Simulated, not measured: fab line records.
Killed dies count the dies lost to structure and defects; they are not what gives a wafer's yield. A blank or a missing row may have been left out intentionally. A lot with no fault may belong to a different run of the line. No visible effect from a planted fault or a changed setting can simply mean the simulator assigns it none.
A lot that was struck, set against a sound lot || flow n5-finfet || 24 out of 1938 route steps
Sound: the wafers L619.4, L619.5, L619.6. Struck: wafer L629.1. (L629.2, L629.6 of the same lot were not struck and are left out.) The cause comes at the end.
Order at every step that has rows: each side's tool, ch and its chambers, its first start. Under that, the readings that differ: sound wafers || struck wafers || difference of the means || sigmas: that difference in standard deviations of wafers without a fault.
alike: a reading whose means differ by less than 2 such deviations, as well as words and numbers matching on both sides. not compared: withheld readings; readings where some wafer has no value; bounds like >300 that might hide an equal value; numbers whose values overlap and for which the record gives no deviation.
The two part at a step that has a row with sigmas, a row that says differs or no value, or rows on one side only. Non-overlapping numbers with no deviation appear without sigmas and do not part them. A reading missing from all wafers of one side parts the sides only when that side holds two or more wafers.

first, 8 steps without rows for these wafers: N5_GATE_CUT_ETCH_28 (etches underlayer in N2/H2, target depth 13 nm, time 10.4 s); N5_GATE_CUT_ETCH_36 (etches SiARC in CF4, target depth 13 nm, time 21.7 s); N5_GATE_CUT_ETCH_37 (etches SOC in N2/H2, target depth 60 nm, overetch 12 nm, time 90 s); N5_GATE_CUT_STRIP_38 (strips in N2/H2); N5_GATE_CUT_STRIP_39 (strips in N2/H2); N5_GATE_CUT_HM_OPEN_40 (chemistry C4F6/O2, target SiO2, target depth 139 nm, time 85.1 s); N5_GATE_CUT_STRIP_41 (strips in CF4); N5_GATE_CUT_STRIP_42 (strips in O2).
N5_GATE_CUT_ETCH_19: etches SiNx in CH3F/O2, target depth 53.7 nm, time 76.7 s.
  sound on rie-diel-02 ch 0,1, day 5 12:49; struck on rie-diel-02 ch 0, day 8 02:22
{"reading": "oes-product-au (a.u.)", "sound": "0.58 0.58 0.65", "struck": 0.80, "difference": "+0.20", "sigmas": "+3"}
{"reading": "showerhead-plenum-p-Torr (Torr)", "sound": "1.89 1.89 2.08", "struck": 2.13, "difference": "+0.18", "sigmas": "+2"}
  alike: CH3F_flow_sccm, drypump-motor-current-A, etch-rf-on-time-s, rf-vpp-V, throttle-valve-pct
  not compared: rf-hours-counter-h
N5_GATE_CUT_CUT_ETCH_53: etches W in SF6/Cl2, target depth 79.2 nm.
  sound on rie-metal-03 ch 0,1, day 5 12:57; struck on rie-metal-02 ch 0, day 8 02:28
{"reading": "rf-hours-counter-h (h)", "sound": "- - -", "struck": 78, "difference": "no value on the sound wafers", "sigmas": ""}
  alike: drypump-motor-current-A, etch-rf-on-time-s, he-backside-leak-sccm, oes-product-au, throttle-valve-pct
then, 1 step without rows for these wafers: N5_GATE_CUT_CUT_ETCH_54 (etches TiN in Cl2/BCl3, target depth 96.7 nm).
N5_GATE_CUT_CUT_ETCH_55: etches HfO2 in BCl3, target depth 3.2 nm.
  sound on rie-metal-03 ch 0,1, day 5 13:04; struck on rie-metal-02 ch 0, day 8 02:35
{"reading": "rf-hours-counter-h (h)", "sound": "- - -", "struck": 78, "difference": "no value on the sound wafers", "sigmas": ""}
{"reading": "throttle-valve-pct (%)", "sound": "32.83 32.84 33.07", "struck": 33.25, "difference": "+0.34", "sigmas": "+2"}
  alike: drypump-motor-current-A, he-backside-leak-sccm, oes-product-au
N5_GATE_CUT_ETCH_47: etches SiO2 in Cl2/BCl3, target depth 10 nm.
  sound on rie-metal-03 ch 0,1, day 5 13:05; struck on rie-metal-02 ch 0, day 8 02:37
{"reading": "rf-hours-counter-h (h)", "sound": "- - -", "struck": 78, "difference": "no value on the sound wafers", "sigmas": ""}
{"reading": "model.etch.depth-nm (nm)", "sound": "9.987 10.08 9.954", "struck": 14.85, "difference": "+4.84", "sigmas": ""}
{"reading": "model.SiO2_of_GATE_CUT_HM_DEP_46.thk-nm (nm)", "sound": "110 107.8 108.8", "struck": 100.6, "difference": -8.3, "sigmas": ""}
  alike: drypump-motor-current-A, he-backside-leak-sccm, oes-product-au, throttle-valve-pct
then, 6 steps without rows for these wafers: N5_GATE_CUT_VAPOR_ETCH_48 (etches TiN in BCl3/Cl2); N5_GATE_CUT_VAPOR_ETCH_49 (etches TiAlC in BCl3/Cl2); N5_GATE_CUT_VAPOR_ETCH_51 (etches HfO2 in BCl3/Cl2); N5_GATE_CUT_STRIP_21 (strips in N2/H2, time 30 s); N5_GATE_CUT_STRIP_29 (strips in post etch residue remover, time 60 s); N5_GATE_CUT_SRD_52 (time 30 s).
N5_GATE_CUT_ALD_22: deposits SiNx, target thk 16 nm, pulse time 1 s, ald cycles 320.
  sound on ald-sin-04 ch 0,2,3, day 5 14:06; struck on ald-sin-04 ch 3, day 8 03:23
  alike: chamber-pressure-Torr, heater-power-w, precursor-pulse-height-rel
N5_GATE_CUT_CMP_23: polishes, stops on SiO2, t overpolish 23.4 s, target thk 16 nm.
  sound on cmp-04 ch 0,2,3, day 5 15:01; struck on cmp-02 ch 0, day 8 04:55
{"reading": "model.SiO2_of_GATE_CUT_HM_DEP_46.thk-nm (nm)", "sound": "108 105.6 106.8", "struck": 98.4, "difference": -8.4, "sigmas": ""}
  alike: motor-current-A, overpolish-run-s, time-to-endpoint-s
N5_GATE_CUT_THK_MEAS_24:
  struck on film-metro-02, day 8 05:11; sound on film-metro-02, day 5 15:14
{"reading": "GC_FILL_THK (nm)", "sound": "223.8 221.6 222.3", "struck": 212.6, "difference": -10.0, "sigmas": -5}
N5_GATE_CUT_CMP_43: polishes SiO2.
  sound on cmp-04 ch 1,2, day 5 15:16; struck on cmp-01 ch 3, day 8 05:22
  alike: motor-current-A
-- the record jumps here: 3 days lie between the struck wafers' starts before and after (it left off in module GATE_CUT and takes up again in module BEOL_M4, whose first step shown is number 1111 of the route) --
N5_BEOL_M4_RC_MEAS_101:
  sound on prober-01 ch 0, day 8 21:28; struck on prober-01 ch 0, day 11 13:44
{"reading": "IOFF_P (nA/um)", "sound": "0.149 0.192 0.192", "struck": 0.254, "difference": "+0.076", "sigmas": "+3"}
{"reading": "ION_P (uA/um)", "sound": "450 459 454", "struck": 468, "difference": "+14", "sigmas": "+2"}
  alike: DIBL_N, DIBL_P, IOFF_N, ION_N, SS_N, SS_P, VT_N, VT_P

## WHERE THEY PART
First at N5_GATE_CUT_ETCH_19; last, within this record, at N5_BEOL_M4_RC_MEAS_101.

WHY: what the simulator had put in
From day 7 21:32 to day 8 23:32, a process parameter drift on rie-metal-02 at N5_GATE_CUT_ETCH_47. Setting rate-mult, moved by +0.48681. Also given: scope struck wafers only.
